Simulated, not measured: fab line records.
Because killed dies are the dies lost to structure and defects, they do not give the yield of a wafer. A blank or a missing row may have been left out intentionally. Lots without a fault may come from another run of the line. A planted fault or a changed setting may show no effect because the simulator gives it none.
Chamber matching | flow n5-finfet | 3 sister chambers for N5_BEOL_M1_STRIP_36 on rie-diel-01
The step strips in N2/H2. 3 wafers are shown with their chamber, then 7 later ones without.

WAFERS WITH THEIR CHAMBER
wafer  | chamber | showerhead-plenum-p-Torr (Torr)
L080.1 | 3       | 2.65
L090.3 | 0       | 2.57
L090.4 | 1       | 2.39

WAFERS MISSING THEIR CHAMBER
wafer  | showerhead-plenum-p-Torr (Torr)
L090.6 | 2.57
L091.1 | 2.39
L091.5 | 2.39
L091.6 | 2.57
L093.1 | 2.39
L093.4 | 2.64
L093.6 | 2.57

WHICH CHAMBER EACH WENT THROUGH
wafer  | from the rows above | in truth
L090.6 | 0                   | 0
L091.1 | 1                   | 1
L091.5 | 1                   | 1
L091.6 | 0                   | 0
L093.1 | 1                   | 1
L093.4 | 3                   | 3
L093.6 | 0                   | 0
7 of 7 placed correctly. Number that these rows cannot place: 0. 0 placed wrongly.
How it was worked out, from the rows above alone: a wafer's distance from a chamber is the root of the sum, over the readings, of the square of ((its reading less the chamber's mean) divided by the reading's scatter). If the next closest chamber is less than 2 further off than the closest, the wafer can't be placed; otherwise it belongs to the closest. The mean given for a chamber averages the wafers shown for that chamber. The scatter: root of mean squared gap, hidden wafer to nearest shown wafer, with one shown wafer a chamber.
